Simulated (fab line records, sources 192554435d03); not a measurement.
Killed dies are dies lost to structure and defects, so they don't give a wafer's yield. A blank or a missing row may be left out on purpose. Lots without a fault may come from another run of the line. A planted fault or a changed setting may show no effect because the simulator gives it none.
Which tool did it? | flow n5_finfet | 24 lots, 72 wafers sampled, at 4 steps of a route of 1938

WHAT THE GAUGES READ, wafer by wafer
N5_BEOL_M4_CD_MEAS_35: target cd 18 nm, target cd y 22.4 nm.
lot  | measured     | on        | cd_nm (nm)
L074 | day 7 20:22  | cd_sem-01 | 17.7 18.2 18.2
L075 | day 7 22:49  | cd_sem-01 | 17.9 18.4 18.1
L076 | day 8 03:36  | cd_sem-02 | 18.0 18.5 18.2
L077 | day 8 14:02  | cd_sem-03 | 18.0 18.2 18.5
L078 | day 8 19:51  | cd_sem-02 | 17.7 17.6 18.1
L080 | day 9 03:00  | cd_sem-01 | 17.8 18.2 18.1
L079 | day 9 05:40  | cd_sem-02 | 17.9 17.7 17.9
L081 | day 9 13:23  | cd_sem-02 | 17.7 17.5 17.7
L082 | day 9 16:04  | cd_sem-02 | 17.7 18.3 17.6
L084 | day 9 22:55  | cd_sem-03 | 18.3 18.0 17.9
L083 | day 10 03:28 | cd_sem-01 | 17.6 17.6 17.6
L085 | day 10 08:56 | cd_sem-02 | 18.6 18.5 18.3
L086 | day 10 19:15 | cd_sem-03 | 18.6 18.6 17.9
L087 | day 11 10:56 | cd_sem-03 | 17.6 18.1 18.0
L088 | day 11 14:10 | cd_sem-02 | 18.2 18.3 18.3
L089 | day 11 14:28 | cd_sem-03 | 18.6 18.2 18.4
L090 | day 11 17:02 | cd_sem-02 | 17.9 17.7 17.8
L092 | day 11 18:11 | cd_sem-02 | 17.5 17.9 17.2
L091 | day 11 22:13 | cd_sem-01 | 17.9 18.3 18.3
L093 | day 12 15:44 | cd_sem-03 | 18.0 17.9 17.9
L094 | day 12 18:24 | cd_sem-03 | 18.1 18.5 18.2
L096 | day 13 08:09 | cd_sem-02 | 17.8 18.1 17.9
L095 | day 13 11:24 | cd_sem-03 | 17.7 18.4 17.8
L097 | day 13 14:08 | cd_sem-01 | 17.8 17.8 17.9

WHICH TOOL RAN EACH LOT (tool, then ch and the chambers of the sampled wafers, then the start)
lot  | N5_BEOL_M4_ETCHBACK_99             | N5_BEOL_M4_STRIP_36                | N5_BEOL_M4_TRENCH_ETCH_37
L074 | rie_diel-03 ch 0,1,2, day 7 19:49  | rie_diel-03 ch 0,1,2, day 7 20:02  | rie_diel-03 ch 0,1,2, day 7 20:22 or earlier
L075 | rie_diel-06 ch 0,1,2, day 7 22:15  | rie_diel-06 ch 0,1,2, day 7 22:28  | rie_diel-06 ch 0,1,2, day 7 22:49 or earlier
L076 | rie_diel-06 ch 2,3, day 8 03:03    | rie_diel-06 ch 2,3, day 8 03:15    | rie_diel-06 ch 2,3, day 8 03:36 or earlier
L077 | rie_diel-06 ch 0,1, day 8 13:29    | rie_diel-06 ch 0,1, day 8 13:41    | rie_diel-06 ch 0,1, day 8 14:02 or earlier
L078 | rie_diel-03 ch 0,3, day 8 19:18    | rie_diel-03 ch 0,3, day 8 19:30    | rie_diel-03 ch 0,3, day 8 19:51 or earlier
L080 | rie_diel-03 ch 0,1,3, day 9 02:27  | rie_diel-03 ch 0,1,3, day 9 02:40  | rie_diel-03 ch 0,1,3, day 9 03:00 or earlier
L079 | rie_diel-03 ch 1,3, day 9 05:07    | rie_diel-03 ch 1,3, day 9 05:19    | rie_diel-03 ch 1,3, day 9 05:40 or earlier
L081 | rie_diel-04 ch 2,3, day 9 12:51    | rie_diel-04 ch 2,3, day 9 13:03    | rie_diel-04 ch 2,3, day 9 13:23 or earlier
L082 | rie_diel-04 ch 1,2, day 9 15:31    | rie_diel-04 ch 1,2, day 9 15:43    | rie_diel-04 ch 1,2, day 9 16:04 or earlier
L084 | rie_diel-03 ch 0,2, day 9 22:22    | rie_diel-03 ch 0,2, day 9 22:35    | rie_diel-03 ch 0,2, day 9 22:55 or earlier
L083 | rie_diel-04 ch 0,2, day 10 02:55   | rie_diel-04 ch 0,2, day 10 03:07   | rie_diel-04 ch 0,2, day 10 03:28 or earlier
L085 | rie_diel-03 ch 2,3, day 10 08:22   | rie_diel-03 ch 2,3, day 10 08:34   | rie_diel-03 ch 2,3, day 10 08:56 or earlier
L086 | rie_diel-03 ch 0,1,2, day 10 18:41 | rie_diel-03 ch 0,1,2, day 10 18:53 | rie_diel-03 ch 0,1,2, day 10 19:15 or earlier
L087 | rie_diel-03 ch 0,1,3, day 11 10:17 | rie_diel-03 ch 0,1,3, day 11 10:30 | rie_diel-03 ch 0,1,3, day 11 10:56 or earlier
L088 | rie_diel-06 ch 0,1,3, day 11 13:37 | rie_diel-06 ch 0,1,3, day 11 13:49 | rie_diel-06 ch 0,1,3, day 11 14:10 or earlier
L089 | rie_diel-03 ch 0,1,3, day 11 13:49 | rie_diel-03 ch 0,1,3, day 11 14:02 | rie_diel-03 ch 0,1,3, day 11 14:28 or earlier
L090 | rie_diel-04 ch 0,1, day 11 16:29   | rie_diel-04 ch 0,1, day 11 16:41   | rie_diel-04 ch 0,1, day 11 17:02 or earlier
L092 | rie_diel-03 ch 1,2,3, day 11 17:38 | rie_diel-03 ch 1,2,3, day 11 17:50 | rie_diel-03 ch 1,2,3, day 11 18:11 or earlier
L091 | rie_diel-04 ch 1,2,3, day 11 21:39 | rie_diel-04 ch 1,2,3, day 11 21:51 | rie_diel-04 ch 1,2,3, day 11 22:13 or earlier
L093 | rie_diel-03 ch 0,3, day 12 15:11   | rie_diel-03 ch 0,3, day 12 15:23   | rie_diel-03 ch 0,3, day 12 15:44 or earlier
L094 | rie_diel-04 ch 0,3, day 12 17:51   | rie_diel-04 ch 0,3, day 12 18:04   | rie_diel-04 ch 0,3, day 12 18:24 or earlier
L096 | rie_diel-04 ch 0,1,3, day 13 07:36 | rie_diel-04 ch 0,1,3, day 13 07:48 | rie_diel-04 ch 0,1,3, day 13 08:09 or earlier
L095 | rie_diel-03 ch 0,1,3, day 13 10:50 | rie_diel-03 ch 0,1,3, day 13 11:02 | rie_diel-03 ch 0,1,3, day 13 11:24 or earlier
L097 | rie_diel-03 ch 0,1,3, day 13 13:35 | rie_diel-03 ch 0,1,3, day 13 13:47 | rie_diel-03 ch 0,1,3, day 13 14:08 or earlier
- N5_BEOL_M4_ETCHBACK_99: etches SiO2 in CHF3, target depth 5 nm, time 10.4 s.
- N5_BEOL_M4_STRIP_36: strips in N2/H2.
- N5_BEOL_M4_TRENCH_ETCH_37: etches SiOC in C4F6/O2, target depth 55.555 nm, time 29.2 s.

WHAT THE TOOLS THEMSELVES READ (means of the sampled wafers that have a number; where no wafer has one, the mark that the record gives instead)
N5_BEOL_M4_ETCHBACK_99.
lot  | tool        | drypump_motor_current_A (A) | oes_product_au (a.u.) | rf_fwd_power_W (W) | rf_vpp_V (V) | showerhead_plenum_p_Torr (Torr) | throttle_valve_pct (%)
L074 | rie_diel-03 | 5.5                         | 0.82                  | 212.2              | 241.6        | 2.18                            | 16.96
L075 | rie_diel-06 | 5.3                         | 0.76                  | 212.9              | 237.7        | 2.10                            | 17.18
L076 | rie_diel-06 | 5.5                         | 0.78                  | 212.0              | 241.4        | 2.14                            | 17.25
L077 | rie_diel-06 | 5.4                         | 0.75                  | 213.3              | 238.4        | 2.09                            | 17.22
L078 | rie_diel-03 | 5.2                         | 0.91                  | 213.5              | 239.4        | 2.14                            | 17.11
L080 | rie_diel-03 | 5.4                         | 0.84                  | 212.3              | 241.2        | 2.15                            | 17.16
L079 | rie_diel-03 | 5.6                         | 0.78                  | 212.4              | 243.0        | 2.15                            | 17.19
L081 | rie_diel-04 | 5.5                         | 0.87                  | 212.0              | 241.0        | 2.19                            | 16.59
L082 | rie_diel-04 | 5.7                         | 0.91                  | 212.0              | 241.0        | 2.20                            | 16.79
L084 | rie_diel-03 | 5.5                         | 0.86                  | 211.2              | 242.4        | 2.23                            | 16.83
L083 | rie_diel-04 | 5.5                         | 0.81                  | 213.1              | 240.7        | 2.24                            | 17.05
L085 | rie_diel-03 | 5.7                         | 0.91                  | 213.0              | 244.3        | 2.23                            | 17.04
L086 | rie_diel-03 | 5.4                         | 0.88                  | 212.4              | 242.2        | 2.17                            | 16.86
L087 | rie_diel-03 | 5.4                         | 0.88                  | 212.6              | 241.6        | 2.14                            | 17.04
L088 | rie_diel-06 | 5.8                         | 0.71                  | 213.5              | 239.1        | 2.13                            | 17.23
L089 | rie_diel-03 | 5.4                         | 0.88                  | 212.7              | 240.9        | 2.14                            | 17.04
L090 | rie_diel-04 | 5.5                         | 0.82                  | 213.2              | 240.4        | 2.24                            | 17.17
L092 | rie_diel-03 | 5.6                         | 0.90                  | 212.4              | 244.7        | 2.20                            | 16.91
L091 | rie_diel-04 | 5.7                         | 0.85                  | 213.7              | 241.1        | 2.19                            | 16.73
L093 | rie_diel-03 | 5.5                         | 0.87                  | 213.5              | 241.0        | 2.16                            | 17.21
L094 | rie_diel-04 | 5.4                         | 0.80                  | 213.3              | 240.3        | 2.23                            | 17.08
L096 | rie_diel-04 | 5.6                         | 0.83                  | 213.1              | 240.7        | 2.21                            | 16.96
L095 | rie_diel-03 | 5.4                         | 0.87                  | 213.4              | 240.7        | 2.13                            | 17.05
L097 | rie_diel-03 | 5.4                         | 0.86                  | 212.6              | 241.0        | 2.13                            | 17.08

N5_BEOL_M4_STRIP_36.
lot  | tool        | drypump_motor_current_A (A) | n2_flow_sccm (sccm) | oes_product_au (a.u.) | rf_vpp_V (V) | showerhead_plenum_p_Torr (Torr) | throttle_valve_pct (%)
L074 | rie_diel-03 | 5.5                         | 199.9               | 0.83                  | 58.4         | 2.56                            | 23.5
L075 | rie_diel-06 | 5.3                         | 200.1               | 0.77                  | 59.6         | 2.48                            | 23.7
L076 | rie_diel-06 | 5.5                         | 200.1               | 0.78                  | 59.5         | 2.51                            | 24.0
L077 | rie_diel-06 | 5.4                         | 200.8               | 0.74                  | 59.3         | 2.47                            | 23.8
L078 | rie_diel-03 | 5.3                         | 200.4               | 0.91                  | 58.3         | 2.52                            | 23.8
L080 | rie_diel-03 | 5.5                         | 200.2               | 0.84                  | 59.2         | 2.53                            | 23.8
L079 | rie_diel-03 | 5.6                         | 200.5               | 0.78                  | 59.3         | 2.54                            | 23.8
L081 | rie_diel-04 | 5.6                         | 199.9               | 0.87                  | 59.6         | 2.58                            | 23.1
L082 | rie_diel-04 | 5.7                         | 199.9               | 0.91                  | 58.4         | 2.59                            | 23.4
L084 | rie_diel-03 | 5.5                         | 200.1               | 0.86                  | 58.9         | 2.62                            | 23.3
L083 | rie_diel-04 | 5.5                         | 199.8               | 0.82                  | 60.0         | 2.65                            | 23.7
L085 | rie_diel-03 | 5.7                         | 199.8               | 0.91                  | 58.5         | 2.63                            | 23.8
L086 | rie_diel-03 | 5.4                         | 200.5               | 0.88                  | 57.9         | 2.55                            | 23.4
L087 | rie_diel-03 | 5.4                         | 200.4               | 0.89                  | 58.1         | 2.52                            | 23.7
L088 | rie_diel-06 | 5.8                         | 199.9               | 0.71                  | 58.1         | 2.52                            | 23.8
L089 | rie_diel-03 | 5.5                         | 199.6               | 0.89                  | 58.8         | 2.52                            | 23.7
L090 | rie_diel-04 | 5.5                         | 199.8               | 0.83                  | 59.7         | 2.65                            | 23.9
L092 | rie_diel-03 | 5.7                         | 199.6               | 0.90                  | 60.1         | 2.59                            | 23.5
L091 | rie_diel-04 | 5.6                         | 200.5               | 0.84                  | 59.3         | 2.58                            | 23.3
L093 | rie_diel-03 | 5.5                         | 200.1               | 0.87                  | 60.6         | 2.55                            | 23.9
L094 | rie_diel-04 | 5.4                         | 200.6               | 0.80                  | 58.9         | 2.64                            | 23.8
L096 | rie_diel-04 | 5.5                         | 199.8               | 0.82                  | 58.5         | 2.61                            | 23.6
L095 | rie_diel-03 | 5.5                         | 199.9               | 0.86                  | 58.9         | 2.51                            | 23.7
L097 | rie_diel-03 | 5.4                         | 199.8               | 0.86                  | 58.6         | 2.51                            | 23.7

N5_BEOL_M4_TRENCH_ETCH_37.
lot  | tool        | C4F6_flow_sccm (sccm) | drypump_motor_current_A (A) | oes_product_au (a.u.) | rf_fwd_power_W (W) | rf_vpp_V (V) | showerhead_plenum_p_Torr (Torr) | throttle_valve_pct (%)
L074 | rie_diel-03 | 10.00                 | 5.5                         | 0.82                  | 349.6              | 670          | 2.88                            | 20.77
L075 | rie_diel-06 | 10.00                 | 5.3                         | 0.78                  | 349.8              | 659          | 2.79                            | 20.97
L076 | rie_diel-06 | 10.01                 | 5.5                         | 0.78                  | 347.9              | 666          | 2.83                            | 21.08
L077 | rie_diel-06 | 10.00                 | 5.4                         | 0.74                  | 351.4              | 657          | 2.77                            | 20.99
L078 | rie_diel-03 | 9.98                  | 5.3                         | 0.91                  | 350.8              | 662          | 2.83                            | 20.95
L080 | rie_diel-03 | 10.00                 | 5.5                         | 0.83                  | 351.2              | 667          | 2.83                            | 20.96
L079 | rie_diel-03 | 10.01                 | 5.6                         | 0.78                  | 349.2              | 672          | 2.84                            | 20.98
L081 | rie_diel-04 | 10.00                 | 5.6                         | 0.87                  | 350.1              | 665          | 2.89                            | 20.37
L082 | rie_diel-04 | 9.97                  | 5.8                         | 0.91                  | 351.2              | 667          | 2.91                            | 20.61
L084 | rie_diel-03 | 9.99                  | 5.5                         | 0.86                  | 347.8              | 672          | 2.94                            | 20.64
L083 | rie_diel-04 | 10.02                 | 5.5                         | 0.81                  | 351.1              | 666          | 2.95                            | 20.87
L085 | rie_diel-03 | 10.01                 | 5.7                         | 0.90                  | 349.1              | 675          | 2.95                            | 20.90
L086 | rie_diel-03 | 9.99                  | 5.4                         | 0.88                  | 348.7              | 670          | 2.87                            | 20.68
L087 | rie_diel-03 | 10.00                 | 5.5                         | 0.89                  | 350.3              | 666          | 2.83                            | 20.87
L088 | rie_diel-06 | 10.01                 | 5.8                         | 0.71                  | 351.7              | 662          | 2.83                            | 21.00
L089 | rie_diel-03 | 10.01                 | 5.5                         | 0.88                  | 350.6              | 666          | 2.83                            | 20.87
L090 | rie_diel-04 | 10.01                 | 5.5                         | 0.83                  | 351.7              | 666          | 2.96                            | 21.00
L092 | rie_diel-03 | 10.00                 | 5.6                         | 0.89                  | 349.0              | 674          | 2.91                            | 20.73
L091 | rie_diel-04 | 10.01                 | 5.6                         | 0.86                  | 351.8              | 665          | 2.89                            | 20.51
L093 | rie_diel-03 | 9.99                  | 5.5                         | 0.87                  | 350.0              | 666          | 2.86                            | 21.03
L094 | rie_diel-04 | 9.97                  | 5.4                         | 0.80                  | 352.1              | 664          | 2.94                            | 20.89
L096 | rie_diel-04 | 9.99                  | 5.5                         | 0.83                  | 351.8              | 665          | 2.92                            | 20.77
L095 | rie_diel-03 | 10.03                 | 5.5                         | 0.85                  | 351.0              | 666          | 2.82                            | 20.90
L097 | rie_diel-03 | 10.01                 | 5.5                         | 0.86                  | 349.2              | 667          | 2.82                            | 20.90

THE ANSWER, worked out from the rows above alone
Rule: what is usual is taken from the lots themselves. Put in order of their means at a reading, lots are off if they are a third of the lots or fewer, leave a main group of 4 or more, and stand apart from it by a gap of 3 or more times the standard deviation of the main group's means; of several such gaps the widest counts. A main group whose means are all the same, to the digits that the tables above print for the reading, isn't used. A lot without any number at a reading at which 4 lots or more have one is off too. The other lots that the step has rows for count as sound. The gauges are gone through in route order, then the tools' own readings, and for those a lot's mean is taken as printed above. The first step at which some lot is off is used, and at that step the reading that is off furthest; a lot without a number counts as furthest.
No lot is off at any reading shown: from this, nothing can be told.

WHAT THE SIMULATOR HAD PUT IN
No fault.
